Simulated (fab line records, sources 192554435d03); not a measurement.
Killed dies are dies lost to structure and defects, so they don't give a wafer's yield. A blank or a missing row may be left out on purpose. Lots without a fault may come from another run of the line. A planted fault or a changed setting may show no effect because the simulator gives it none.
Which tool did it? | flow n5_finfet | 24 lots, 72 wafers sampled, at 6 steps of a route of 1938

WHAT THE GAUGES READ, wafer by wafer
N5_MOL_CONTACT_COAG_THK_MEAS_29. Usual: MD_CAP_THK 17.91 nm, standard deviation 0.095.
lot  | measured     | on            | MD_CAP_THK (nm)   | flag
L074 | day 5 03:56  | film_metro-01 | 17.89 17.78 17.79 |
L075 | day 5 07:34  | film_metro-01 | 17.94 17.88 17.92 |
L076 | day 5 11:11  | film_metro-02 | 17.85 17.91 18.03 |
L077 | day 5 20:28  | film_metro-02 | 17.86 17.99 17.82 |
L078 | day 6 03:08  | film_metro-02 | 17.88 17.90 17.82 |
L079 | day 6 12:46  | film_metro-02 | 17.75 17.82 17.85 |
L080 | day 6 19:40  | film_metro-02 | 17.89 17.99 17.99 |
L081 | day 6 19:19  | film_metro-02 | 17.96 17.88 17.91 |
L082 | day 7 06:07  | film_metro-01 | 17.74 17.92 17.87 |
L083 | day 7 06:59  | film_metro-02 | 18.03 18.09 17.91 |
L084 | day 7 14:04  | film_metro-01 | 17.99 17.95 17.98 |
L085 | day 7 22:37  | film_metro-01 | 18.04 18.00 18.07 |
L086 | day 8 02:41  | film_metro-02 | 17.98 17.95 17.86 |
L087 | day 8 09:25  | film_metro-01 | 17.90 17.83 17.95 |
L088 | day 8 13:38  | film_metro-01 | 18.01 18.06 17.98 |
L089 | day 8 17:58  | film_metro-02 | 17.82 17.93 18.04 |
L090 | day 8 22:34  | film_metro-01 | 17.75 17.86 17.68 |
L091 | day 9 05:23  | film_metro-01 | 17.75 17.73 17.80 |
L092 | day 9 11:00  | film_metro-02 | 17.94 17.97 17.81 |
L093 | day 9 17:53  | film_metro-02 | 17.95 17.97 18.03 |
L094 | day 9 21:16  | film_metro-02 | 18.00 17.96 17.95 |
L095 | day 10 03:40 | film_metro-01 | 17.84 17.85 17.85 |
L096 | day 10 13:45 | film_metro-02 | 17.74 18.02 17.99 |
L097 | day 10 22:00 | film_metro-02 | 17.92 17.79 17.90 |

N5_MOL_CONTACT_COAG_OVL_MEAS_85. Usual: VG_OVL 0.2 nm, standard deviation 0.72.
lot  | measured     | on         | VG_OVL (nm)    | flag
L074 | day 5 04:59  | overlay-01 | 0.8 0.5 0.7    |
L075 | day 5 08:37  | overlay-02 | 0.5 -0.6 0.1   |
L076 | day 5 13:44  | overlay-01 | 0.2 0.9 0.6    |
L077 | day 5 21:30  | overlay-01 | -0.4 -0.3 -1.0 |
L078 | day 6 04:10  | overlay-02 | -0.1 -0.2 -0.6 |
L079 | day 6 13:41  | overlay-02 | -1.0 -0.5 -0.2 |
L080 | day 6 20:36  | overlay-01 | -0.2 1.2 -0.2  |
L081 | day 6 20:14  | overlay-01 | 0.0 -0.3 0.7   |
L082 | day 7 07:25  | overlay-01 | -0.9 -0.4 0.2  |
L083 | day 7 08:01  | overlay-01 | 0.6 0.2 0.1    |
L084 | day 7 15:07  | overlay-02 | -0.6 -0.3 0.0  |
L085 | day 7 23:44  | overlay-02 | 1.0 0.7 1.5    |
L086 | day 8 03:38  | overlay-01 | 0.0 -0.4 -0.1  |
L087 | day 8 10:21  | overlay-02 | -0.8 0.7 0.6   |
L088 | day 8 14:56  | overlay-02 | 0.7 -1.2 -0.6  |
L089 | day 8 18:52  | overlay-02 | 0.9 0.9 0.7    |
L090 | day 8 23:37  | overlay-02 | -1.3 -0.3 1.1  |
L091 | day 9 06:18  | overlay-02 | 0.2 2.0 -0.4   |
L092 | day 9 11:56  | overlay-01 | 0.6 1.0 0.2    |
L093 | day 9 19:15  | overlay-02 | 0.5 1.1 1.2    |
L094 | day 9 22:15  | overlay-02 | -1.0 0.3 0.0   |
L095 | day 10 04:35 | overlay-02 | 0.5 0.7 -0.6   |
L096 | day 10 14:40 | overlay-01 | 1.1 1.2 0.6    |
L097 | day 10 22:56 | overlay-01 | 0.0 -0.8 -1.0  |

N5_MOL_CONTACT_COAG_CD_MEAS_137: target cd 16 nm. Usual: cd_nm 16.1 nm, standard deviation 0.42.
lot  | measured     | on        | cd_nm (nm)     | flag
L074 | day 5 05:52  | cd_sem-01 | 15.6 16.6 15.9 |
L075 | day 5 09:37  | cd_sem-02 | 16.4 16.0 16.8 |
L076 | day 5 14:38  | cd_sem-01 | 16.2 16.4 15.6 |
L077 | day 5 22:58  | cd_sem-02 | 15.8 16.3 16.3 |
L078 | day 6 05:04  | cd_sem-03 | 16.1 16.1 16.0 |
L079 | day 6 14:37  | cd_sem-03 | 15.9 15.8 15.5 |
L080 | day 6 21:29  | cd_sem-03 | 16.1 15.9 15.7 |
L081 | day 6 21:07  | cd_sem-01 | 15.7 15.7 16.2 |
L082 | day 7 08:22  | cd_sem-01 | 15.7 15.9 15.2 |
L083 | day 7 09:06  | cd_sem-01 | 16.4 16.6 16.1 |
L084 | day 7 16:01  | cd_sem-03 | 16.3 16.6 15.9 |
L085 | day 8 00:55  | cd_sem-03 | 17.1 16.5 16.2 |
L086 | day 8 04:31  | cd_sem-03 | 15.9 15.8 15.5 |
L087 | day 8 11:17  | cd_sem-03 | 16.5 16.2 16.3 |
L088 | day 8 16:09  | cd_sem-02 | 16.2 15.4 15.5 |
L089 | day 8 20:29  | cd_sem-03 | 15.3 15.9 15.6 |
L090 | day 9 00:32  | cd_sem-02 | 16.2 15.5 15.5 |
L091 | day 9 07:11  | cd_sem-02 | 16.8 15.3 16.2 |
L092 | day 9 12:50  | cd_sem-01 | 16.5 16.5 16.6 |
L093 | day 9 20:26  | cd_sem-03 | 16.3 16.5 16.7 |
L094 | day 9 23:20  | cd_sem-02 | 16.7 17.0 16.2 |
L095 | day 10 05:32 | cd_sem-01 | 16.1 16.6 16.0 |
L096 | day 10 16:01 | cd_sem-01 | 16.5 15.9 15.8 |
L097 | day 10 23:58 | cd_sem-01 | 16.1 15.4 16.0 |

WHICH TOOL RAN EACH LOT (tool, then ch and the chambers of the sampled wafers, then the start)
lot  | N5_GATE_CUT_CMP_23            | N5_MOL_CONTACT_COAG_CO_FILL_22   | N5_MOL_CONTACT_COAG_ANNEAL_113
L074 | cmp-02 ch 0,2,3, day 4 18:43  | cvd_co-01 ch 0,1,2, day 4 22:35  | rtp_anneal-02 ch 0, day 4 23:22
L075 | cmp-03 ch 0,1,3, day 4 20:54  | cvd_co-01 ch 1,2, day 5 02:14    | rtp_anneal-02 ch 0, day 5 02:51
L076 | cmp-03 ch 2,3, day 5 01:02    | cvd_co-01 ch 1,2, day 5 04:41    | rtp_anneal-02 ch 0, day 5 05:42
L077 | cmp-01 ch 0,1, day 5 09:25    | cvd_co-01 ch 0,1,2, day 5 13:55  | rtp_anneal-01 ch 0, day 5 14:50
L078 | cmp-02 ch 1,2, day 5 16:22    | cvd_co-01 ch 0,2, day 5 20:47    | rtp_anneal-01 ch 0, day 5 21:42
L079 | cmp-01 ch 0,1, day 6 00:22    | cvd_co-01 ch 0,2, day 6 05:10    | rtp_anneal-01 ch 0, day 6 06:27
L080 | cmp-03 ch 1,2,3, day 6 08:51  | cvd_co-01 ch 0,2, day 6 13:16    | rtp_anneal-02 ch 0, day 6 14:20
L081 | cmp-01 ch 0,2, day 6 09:24    | cvd_co-02 ch 1,2, day 6 13:14    | rtp_anneal-01 ch 0, day 6 13:51
L082 | cmp-02 ch 1,2,3, day 6 20:04  | cvd_co-01 ch 0,1,2, day 7 00:07  | rtp_anneal-02 ch 0, day 7 00:44
L083 | cmp-01 ch 0,1, day 6 21:20    | cvd_co-01 ch 0,1, day 7 01:07    | rtp_anneal-02 ch 0, day 7 01:43
L084 | cmp-03 ch 2,3, day 7 04:01    | cvd_co-01 ch 1,2, day 7 08:22    | rtp_anneal-02 ch 0, day 7 09:17
L085 | cmp-03 ch 1,3, day 7 09:28    | cvd_co-02 ch 1,2, day 7 15:39    | rtp_anneal-02 ch 0, day 7 16:16
L086 | cmp-02 ch 0,3, day 7 14:13    | cvd_co-01 ch 0,2, day 7 20:16    | rtp_anneal-02 ch 0, day 7 21:09
L087 | cmp-03 ch 1,2,3, day 7 20:39  | cvd_co-02 ch 0,1, day 8 00:45    | rtp_anneal-01 ch 0, day 8 01:22
L088 | cmp-03 ch 1,2,3, day 8 01:26  | cvd_co-02 ch 1,2, day 8 07:43    | rtp_anneal-02 ch 0, day 8 08:34
L089 | cmp-01 ch 0,2,3, day 8 07:01  | cvd_co-02 ch 0,1,2, day 8 11:53  | rtp_anneal-01 ch 0, day 8 12:40
L090 | cmp-01 ch 2,3, day 8 12:49    | cvd_co-01 ch 0,1,2, day 8 16:34  | rtp_anneal-01 ch 0, day 8 17:30
L091 | cmp-03 ch 1,2,3, day 8 19:19  | cvd_co-02 ch 0,2, day 8 23:38    | rtp_anneal-02 ch 0, day 9 00:19
L092 | cmp-01 ch 0,1,2, day 9 01:26  | cvd_co-01 ch 0,2, day 9 06:32    | rtp_anneal-01 ch 0, day 9 07:26
L093 | cmp-03 ch 0,2,3, day 9 07:05  | cvd_co-01 ch 0,1, day 9 12:32    | rtp_anneal-02 ch 0, day 9 13:18
L094 | cmp-01 ch 1,2,3, day 9 12:34  | cvd_co-02 ch 0,2, day 9 15:56    | rtp_anneal-02 ch 0, day 9 16:33
L095 | cmp-02 ch 1,2,3, day 9 18:49  | cvd_co-01 ch 0,2, day 9 22:53    | rtp_anneal-01 ch 0, day 9 23:30
L096 | cmp-03 ch 1,2,3, day 10 02:39 | cvd_co-02 ch 0,1,2, day 10 08:26 | rtp_anneal-01 ch 0, day 10 09:11
L097 | cmp-01 ch 1,2, day 10 09:55   | cvd_co-02 ch 0,2, day 10 15:50   | rtp_anneal-01 ch 0, day 10 16:27
- N5_GATE_CUT_CMP_23: polishes, stops on SiO2, t overpolish 23.4 s, target thk 16 nm.
- N5_MOL_CONTACT_COAG_CO_FILL_22: material Co, precursor CCTBA/H2, target thk 20 nm.
- N5_MOL_CONTACT_COAG_ANNEAL_113: time 300 s.

WHAT THE TOOLS THEMSELVES READ (means of the sampled wafers that have a number; where no wafer has one, the mark that the record gives instead)
N5_GATE_CUT_CMP_23. Usual: motor_current_A 9.3 A, standard deviation 0.72; overpolish_run_s 23.400 s, standard deviation 0.0093; pad_life_wafers 1383, standard deviation 560; slurry_filter_dp_kPa 13.52 kPa, standard deviation 0.14; time_to_endpoint_s 19.9 s, standard deviation 2.8.
lot  | tool   | motor_current_A (A) | overpolish_run_s (s) | pad_life_wafers | slurry_filter_dp_kPa (kPa) | time_to_endpoint_s (s) | flag
L074 | cmp-02 | 9.8                 | 23.398               | 1646            | 13.51                      | 21.2                   |
L075 | cmp-03 | 9.5                 | 23.408               | 801             | 13.54                      | 20.8                   |
L076 | cmp-03 | 9.7                 | 23.405               | 830             | 13.59                      | 21.6                   |
L077 | cmp-01 | 9.0                 | 23.401               | 1338            | 13.53                      | 18.6                   |
L078 | cmp-02 | 9.3                 | 23.401               | 1812            | 13.42                      | 24.7                   |
L079 | cmp-01 | 8.6                 | 23.405               | 1386            | 13.52                      | 19.7                   |
L080 | cmp-03 | 9.3                 | 23.406               | 1083            | 13.44                      | 19.9                   |
L081 | cmp-01 | 8.7                 | 23.395               | 1460            | 13.37                      | 17.6                   |
L082 | cmp-02 | 9.6                 | 23.403               | 2024            | 13.49                      | 25.2                   |
L083 | cmp-01 | 9.0                 | 23.403               | 1574            | 13.53                      | 18.1                   |
L084 | cmp-03 | 9.9                 | 23.393               | 1262            | 13.59                      | 20.2                   |
L085 | cmp-03 | 10.2                | 23.403               | 1309            | 13.48                      | 19.4                   |
L086 | cmp-02 | 9.9                 | 23.402               | 2161            | 13.40                      | 18.7                   |
L087 | cmp-03 | 9.0                 | 23.387               | 1412            | 13.48                      | 18.0                   |
L088 | cmp-03 | 9.2                 | 23.392               | 1448            | 13.69                      | 19.4                   |
L089 | cmp-01 | 9.1                 | 23.393               | 1856            | 13.64                      | 18.7                   |
L090 | cmp-01 | 9.2                 | 23.402               | 1908            | 13.51                      | 20.3                   |
L091 | cmp-03 | 9.1                 | 23.393               | 1634            | 13.61                      | 18.5                   |
L092 | cmp-01 | 9.1                 | 23.404               | 2000            | 13.67                      | 18.9                   |
L093 | cmp-03 | 9.6                 | 23.406               | 1736            | 13.47                      | 20.4                   |
L094 | cmp-01 | 8.8                 | 23.409               | 38              | 13.45                      | 18.3                   |
L095 | cmp-02 | 9.4                 | 23.396               | 338             | 13.49                      | 24.7                   |
L096 | cmp-03 | 9.3                 | 23.385               | 1897            | 13.42                      | 20.9                   |
L097 | cmp-01 | 9.2                 | 23.400               | 240             | 13.55                      | 18.1                   |

N5_MOL_CONTACT_COAG_CO_FILL_22. Usual: heater_power_outer_w 130 W, standard deviation 11; heater_power_w 246 W, standard deviation 19.
lot  | tool      | heater_power_outer_w (W) | heater_power_w (W) | flag
L074 | cvd_co-01 | 134                      | 247                |
L075 | cvd_co-01 | 145                      | 265                |
L076 | cvd_co-01 | 141                      | 266                |
L077 | cvd_co-01 | 134                      | 249                |
L078 | cvd_co-01 | 132                      | 245                |
L079 | cvd_co-01 | 133                      | 245                |
L080 | cvd_co-01 | 123                      | 230                |
L081 | cvd_co-02 | 121                      | 240                |
L082 | cvd_co-01 | 130                      | 239                |
L083 | cvd_co-01 | 121                      | 229                |
L084 | cvd_co-01 | 138                      | 261                |
L085 | cvd_co-02 | 120                      | 240                |
L086 | cvd_co-01 | 125                      | 232                |
L087 | cvd_co-02 | 126                      | 250                |
L088 | cvd_co-02 | 120                      | 241                |
L089 | cvd_co-02 | 127                      | 250                |
L090 | cvd_co-01 | 132                      | 244                |
L091 | cvd_co-02 | 133                      | 252                |
L092 | cvd_co-01 | 126                      | 232                |
L093 | cvd_co-01 | 123                      | 231                |
L094 | cvd_co-02 | 132                      | 253                |
L095 | cvd_co-01 | 124                      | 234                |
L096 | cvd_co-02 | 128                      | 251                |
L097 | cvd_co-02 | 128                      | 250                |

N5_MOL_CONTACT_COAG_ANNEAL_113. Usual: anneal_temp_c_max 402.6, standard deviation 0.78; lamp_power_pct 2.73 %, standard deviation 0.06; lamp_zone_2_pct 2.73 %, standard deviation 0.061; wafer_temp_C_max 401.4, standard deviation 0.38.
lot  | tool          | anneal_temp_c_max | lamp_power_pct (%) | lamp_zone_2_pct (%) | wafer_temp_C_max | flag
L074 | rtp_anneal-02 | 403.9             | 2.67               | 2.67                | 401.2            |
L075 | rtp_anneal-02 | 402.8             | 2.67               | 2.67                | 401.2            |
L076 | rtp_anneal-02 | 403.0             | 2.67               | 2.67                | 401.2            |
L077 | rtp_anneal-01 | 401.8             | 2.79               | 2.79                | 401.6            |
L078 | rtp_anneal-01 | 402.3             | 2.79               | 2.79                | 401.7            |
L079 | rtp_anneal-01 | 401.9             | 2.79               | 2.79                | 401.5            |
L080 | rtp_anneal-02 | 403.2             | 2.67               | 2.67                | 401.5            |
L081 | rtp_anneal-01 | 402.2             | 2.79               | 2.79                | 401.7            |
L082 | rtp_anneal-02 | 403.0             | 2.67               | 2.67                | 401.1            |
L083 | rtp_anneal-02 | 402.6             | 2.67               | 2.67                | 401.3            |
L084 | rtp_anneal-02 | 403.1             | 2.67               | 2.67                | 401.3            |
L085 | rtp_anneal-02 | 403.2             | 2.67               | 2.67                | 401.2            |
L086 | rtp_anneal-02 | 403.2             | 2.67               | 2.67                | 400.9            |
L087 | rtp_anneal-01 | 401.9             | 2.79               | 2.79                | 401.8            |
L088 | rtp_anneal-02 | 403.6             | 2.67               | 2.67                | 401.2            |
L089 | rtp_anneal-01 | 401.6             | 2.79               | 2.79                | 401.6            |
L090 | rtp_anneal-01 | 401.6             | 2.79               | 2.79                | 401.5            |
L091 | rtp_anneal-02 | 403.0             | 2.67               | 2.67                | 401.3            |
L092 | rtp_anneal-01 | 401.9             | 2.79               | 2.79                | 401.8            |
L093 | rtp_anneal-02 | 402.9             | 2.67               | 2.67                | 401.1            |
L094 | rtp_anneal-02 | 403.0             | 2.67               | 2.67                | 401.5            |
L095 | rtp_anneal-01 | 401.9             | 2.79               | 2.79                | 401.7            |
L096 | rtp_anneal-01 | 401.8             | 2.79               | 2.79                | 401.9            |
L097 | rtp_anneal-01 | 402.0             | 2.79               | 2.79                | 401.5            |

THE ANSWER, worked out from the rows above alone
Rule: a lot is off if the mean of its wafers that have a number lies more than 3 standard deviations from the usual mean. A lot without any number at a reading at which 4 lots or more have one is off too. The other lots that the step has rows for count as sound. The gauges are gone through in route order, then the tools' own readings, and for those a lot's mean is taken as printed above. The first step at which some lot is off is used, and at that step the reading that is off furthest; a lot without a number counts as furthest.
No lot is off at any reading shown: from this, nothing can be told.

WHAT THE SIMULATOR HAD PUT IN
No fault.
